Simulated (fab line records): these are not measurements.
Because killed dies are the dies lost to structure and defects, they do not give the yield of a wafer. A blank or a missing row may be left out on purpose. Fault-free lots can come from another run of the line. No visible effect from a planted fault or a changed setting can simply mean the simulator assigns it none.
fab line records    flow n5Finfet    part 2 of 2: steps 23 to 29 of 29
[record] lots = 5  wafers = 15  lastDay = 17
route steps=1938 shown BEOL_M9@1416
lots that met no fault: from a run of the same line without faults
startH: start of the lot's first displayed wafer, in hours after the record's first day    waitH: hours from the lot's prior step to this one    " unchanged from the row above    L1.1+2: a single row standing in for several wafers    - no value, or no start given    * or withheld: withheld    < > ~ a bound
route shown NAME@n: a module of which the file shows steps, and the number in the route of the first    usual: average and standard deviation across the fault-free wafers    same: alike in all rows    chamber/n: place in a boat    sites: the reading at each site    _std_site: standard deviation of those values    _edge_site: the outer-site mean with the inner-site mean subtracted    radiusMm: for every site, how far away it sits from the centre of the wafer    mask NAME#n: copy n    behind: the tool/chamber that last shaped the wafer    hold: reason for holding the lot/hours on hold/outcome of the hold    device: transistor that didn't switch, given as n, p or np    end of line: tests of these same wafers at the route's end    for a step that has no rows: nothing shown but its recipe    killed: dies that structure and defects cost at the first sort, which is not the same as the wafer's yield    map: per-die view of a wafer (x killed, . not killed, _ where there is no die)
set.NAME: the run value of the setting; set.NAME@STEP: its run value at that earlier step    model.NAME: the simulator's own value behind a step, which no gauge read
lots at some steps of the route; a table a step, a row a wafer
services: when a tool's chamber went out of use (startH, in hours from the record's first day, below 0 if earlier), for how many hours, and the reason
[[steps]]
[step N5_BEOL_M9_ETCH_76]
[recipe] chemistry = N2/H2  target = underlayer  targetDepthA = 65  maskMaterial = CAR-EUV  timeS = 5.2  ionEnergyEv = 200  pressureMtorr = 30  sourceW = 840  biasW = 150  n2FlowSccm = 200  h2FlowSccm = 200  ends = cleared
[usual] drypumpMotorCurrentA = 5.5/0.38  etchRfOnTimeS = 5.17/0.095  oesProductAu = 0.68/0.072  rfVppV = 524.1/2.2  showerheadPlenumPTorr = 2.54/0.062  throttleValvePct = 17.83/0.23
lot.wafer  tool        chamber  startH  waitH  drypumpMotorCurrentA  etchRfOnTimeS  oesProductAu  rfHoursCounterH  rfVppV  showerheadPlenumPTorr  throttleValvePct
L074.1     rieDiel-06  2        203.04  0.0    5.8                   5.17           0.66          112              523.8   2.56                   17.91
L074.5     "           3        "       "      5.2                   5.09           0.83          -                521.4   2.49                   17.67
L074.6     "           2        "       "      5.8                   5.15           0.66          -                526.6   2.56                   17.92
L076.1     rieDiel-06  1        214.35  0.0    5.8                   5.28           0.79          11               529.2   2.71                   17.67
L076.4     "           2        "       "      5.9                   5.14           0.65          116              526.6   2.56                   17.94
L076.6     "           3        "       "      5.2                   5.08           0.83          -                523.1   2.49                   17.67
L080.1     rieDiel-06  2        263.58  0.0    5.8                   5.07           0.64          130              526.3   2.55                   17.96
L080.4     "           1        "       "      5.8                   5.15           0.77          25               528.0   2.70                   17.69
L080.5     "           0        "       "      5.4                   5.26           0.60          -                522.4   2.51                   18.15
L086.1     rieDiel-05  0        305.88  0.0    4.9                   5.24           0.57          247              521.4   2.50                   18.16
L086.2     "           1        "       "      5.0                   5.21           0.69          94               521.6   2.46                   17.63
L086.3     "           3        "       "      5.4                   5.28           0.64          160              525.9   2.53                   17.62
L095.1     rieDiel-05  1        350.01  0.0    4.9                   5.20           0.69          109              521.7   2.46                   17.64
L095.4     "           0        "       "      4.9                   5.16           0.82          3                525.5   2.50                   17.74
L095.5     "           2        "       "      5.8                   5.07           0.66          -                525.7   2.54                   18.22
[step N5_BEOL_M9_ETCH_65]
[recipe] chemistry = CF4  target = SiARC  targetDepthA = 156  maskMaterial = CAR-EUV  timeS = 26  ionEnergyEv = 80  pressureMtorr = 40  sourceW = 545  biasW = 36  Ar_flow_sccm = 100  cf4FlowSccm = 100  ends = cleared
[usual] drypumpMotorCurrentA = 5.5/0.38  etchRfOnTimeS = 25.9/0.48  oesProductAu = 0.68/0.072  rfVppV = 184.2/1.1  showerheadPlenumPTorr = 2.14/0.052  throttleValvePct = 15.61/0.23
lot.wafer  tool        chamber  startH  waitH  drypumpMotorCurrentA  etchRfOnTimeS  oesProductAu  rfHoursCounterH  rfVppV  showerheadPlenumPTorr  throttleValvePct
L074.1     rieDiel-06  2        203.06  0.0    5.8                   25.5           0.67          112              184.6   2.16                   15.69
L074.5     "           3        "       "      5.1                   25.3           0.85          -                183.2   2.10                   15.48
L074.6     "           2        "       "      5.8                   25.6           0.67          -                184.1   2.16                   15.69
L076.1     rieDiel-06  1        214.37  0.0    5.7                   26.2           0.79          11               187.1   2.28                   15.35
L076.4     "           2        "       "      5.8                   25.4           0.66          116              183.0   2.16                   15.71
L076.6     "           3        "       "      5.2                   25.3           0.84          -                182.8   2.10                   15.47
L080.1     rieDiel-06  2        263.60  0.0    5.8                   25.3           0.66          130              185.3   2.15                   15.72
L080.4     "           1        "       "      5.7                   25.8           0.78          25               186.1   2.27                   15.40
L080.5     "           0        "       "      5.4                   26.2           0.60          -                184.5   2.12                   15.89
L086.1     rieDiel-05  0        305.89  0.0    4.9                   26.2           0.58          247              184.1   2.11                   15.97
L086.2     "           1        "       "      4.9                   25.9           0.71          94               182.2   2.08                   15.40
L086.3     "           3        "       "      5.4                   26.4           0.63          160              184.2   2.14                   15.43
L095.1     rieDiel-05  1        350.02  0.0    4.9                   26.3           0.68          109              185.7   2.07                   15.44
L095.4     "           0        "       "      4.9                   25.6           0.83          3                184.8   2.11                   15.49
L095.5     "           2        "       "      5.8                   25.7           0.66          -                184.5   2.15                   16.00
[step N5_BEOL_M9_ETCH_66]
[recipe] chemistry = N2/H2  target = SOC  targetDepthA = 800  overetchA = 160  maskMaterial = SiARC  tempC = 40  timeS = 120  ionEnergyEv = 200  pressureMtorr = 30  sourceW = 840  biasW = 150  n2FlowSccm = 200  h2FlowSccm = 200
[usual] drypumpMotorCurrentA = 5.5/0.38  oesProductAu = 0.61/0.061  rfVppV = 523.9/1.9  showerheadPlenumPTorr = 2.54/0.062  throttleValvePct = 17.78/0.24
[same] timeS = 120
lot.wafer  tool        chamber  startH  waitH  drypumpMotorCurrentA  oesProductAu  rfHoursCounterH  rfVppV  showerheadPlenumPTorr  throttleValvePct
L074.1     rieDiel-06  2        203.08  0.0    5.8                   0.59          112              524.2   2.56                   17.87
L074.5     "           3        "       "      5.2                   0.75          -                521.8   2.49                   17.61
L074.6     "           2        "       "      5.8                   0.59          -                524.8   2.56                   17.86
L076.1     rieDiel-06  1        214.40  0.0    5.7                   0.71          11               528.5   2.71                   17.60
L076.4     "           2        "       "      5.8                   0.59          116              524.8   2.56                   17.87
L076.6     "           3        "       "      5.2                   0.74          -                523.8   2.49                   17.62
L080.1     rieDiel-06  2        263.63  0.0    5.8                   0.58          130              525.1   2.55                   17.92
L080.4     "           1        "       "      5.7                   0.69          25               527.4   2.70                   17.65
L080.5     "           0        "       "      5.4                   0.54          -                522.3   2.51                   18.10
L086.1     rieDiel-05  0        305.92  0.0    4.9                   0.52          247              523.7   2.50                   18.11
L086.2     "           1        "       "      4.9                   0.63          94               521.7   2.46                   17.58
L086.3     "           3        "       "      5.4                   0.57          160              522.7   2.53                   17.58
L095.1     rieDiel-05  1        350.05  0.0    4.9                   0.62          109              521.2   2.46                   17.59
L095.4     "           0        "       "      4.9                   0.74          3                520.6   2.50                   17.69
L095.5     "           2        "       "      5.8                   0.59          -                524.5   2.54                   18.17
[step N5_BEOL_M9_STRIP_69]
[recipe] chemistry = N2/H2  tempC = 40  n2FlowSccm = 200  h2FlowSccm = 200  rfFrequencyHz = 6e+07
lot.wafer   tool        chamber  startH  waitH
L074.1+5+6  rieDiel-06  2,3,2    203.17  0.0
L076.1+4+6  rieDiel-06  1,2,3    214.48  0.0
L080.1+4+5  rieDiel-06  2,1,0    263.71  0.0
L086.1+2+3  rieDiel-05  0,1,3    306.00  0.0
L095.1+4+5  rieDiel-05  1,0,2    350.13  0.0
[step N5_BEOL_M9_STRIP_77]
[recipe] chemistry = N2/H2  tempC = 40  n2FlowSccm = 200  h2FlowSccm = 200  rfFrequencyHz = 6e+07
lot.wafer   tool        chamber  startH  waitH
L074.1+5+6  rieDiel-06  2,3,2    203.18  0.0
L076.1+4+6  rieDiel-06  1,2,3    214.49  0.0
L080.1+4+5  rieDiel-06  2,1,0    263.72  0.0
L086.1+2+3  rieDiel-05  0,1,3    306.01  0.0
L095.1+4+5  rieDiel-05  1,0,2    350.14  0.0
[step N5_BEOL_M9_VIA_ETCH_34]
[recipe] chemistry = C4F6/O2  target = SiCOH_lowk  targetDepthA = 1824  maskMaterial = SOC  taperDeg = 4  timeS = 68.4  ionEnergyEv = 250  pressureMtorr = 30  sourceW = 345  biasW = 185  Ar_flow_sccm = 300  C4F6_flow_sccm = 10  O2_flow_sccm = 10
[usual] drypumpMotorCurrentA = 5.5/0.38  oesProductAu = 0.79/0.086  rfVppV = 665/6.9  showerheadPlenumPTorr = 2.85/0.068  throttleValvePct = 20.92/0.22
[same] timeS = 68.4
lot.wafer  tool        chamber  startH  waitH  drypumpMotorCurrentA  oesProductAu  rfHoursCounterH  rfVppV  showerheadPlenumPTorr  throttleValvePct
L074.1     rieDiel-06  2        203.19  0.0    5.8                   0.77          112              665     2.87                   21.00
L074.5     "           3        "       "      5.2                   0.99          -                660     2.79                   20.82
L074.6     "           2        "       "      5.8                   0.77          -                664     2.87                   21.00
L076.1     rieDiel-06  1        214.50  0.0    5.8                   0.94          11               670     3.03                   20.75
L076.4     "           2        "       "      5.8                   0.78          116              664     2.87                   21.02
L076.6     "           3        "       "      5.1                   0.98          -                660     2.79                   20.83
L080.1     rieDiel-06  2        263.73  0.0    5.8                   0.76          130              663     2.86                   21.03
L080.4     "           1        "       "      5.7                   0.90          25               669     3.02                   20.78
L080.5     "           0        "       "      5.4                   0.70          -                658     2.82                   21.19
L086.1     rieDiel-05  0        306.02  0.0    4.9                   0.68          247              659     2.81                   21.23
L086.2     "           1        "       "      4.9                   0.82          94               671     2.76                   20.72
L086.3     "           3        "       "      5.4                   0.74          160              681     2.85                   20.74
L095.1     rieDiel-05  1        350.15  0.0    4.9                   0.81          109              670     2.76                   20.75
L095.4     "           0        "       "      4.9                   0.97          3                657     2.81                   20.88
L095.5     "           2        "       "      5.8                   0.78          -                662     2.84                   21.32
[step N5_BEOL_M9_STRIP_73]
[recipe] chemistry = C4F6/O2  resist = SiARC  rfFrequencyHz = 6e+07
lot.wafer   tool        chamber  startH  waitH
L074.1+5+6  rieDiel-06  2,3,2    203.24  0.0
L076.1+4+6  rieDiel-06  1,2,3    214.55  0.0
L080.1+4+5  rieDiel-06  2,1,0    263.78  0.0
L086.1+2+3  rieDiel-05  0,1,3    306.07  0.0
L095.1+4+5  rieDiel-05  1,0,2    350.20  0.0
[[services]]
tool           chamber  startH  hours  kind
rieMetal-02    -        191.08  4.3    pm
rieMetal-02    -        200.62  0.2    repair
euvScanner-01  -        205.15  1.0    pm
rieDiel-03     0        209.33  4.7    repair
euvScanner-02  -        217.22  1.0    pm
rieMetal-02    -        224.15  0.5    repair
rieDiel-06     0        235.18  4.9    repair
euvScanner-02  -        238.24  4.6    pm
euvScanner-02  -        243.42  3.1    repair
euvScanner-01  -        246.51  4.6    pm
euvScanner-02  -        252.63  0.4    repair
rieMetal-02    -        254.16  2.8    pm
euvScanner-01  -        255.27  2.2    repair
euvScanner-01  -        261.27  1.0    pm
rieDiel-03     0        268.47  1.5    repair
euvScanner-01  -        272.79  0.5    repair
euvScanner-02  -        273.37  1.0    pm
rieDiel-05     0        280.12  21.8   repair
rieMetal-01    1        285.26  12.6   repair
rieMetal-01    -        296.14  2.8    pm
euvScanner-02  -        306.11  0.4    repair
euvScanner-02  -        306.65  2.4    repair
rieDiel-06     2        329.05  5.4    repair
euvScanner-02  -        329.52  1.0    pm
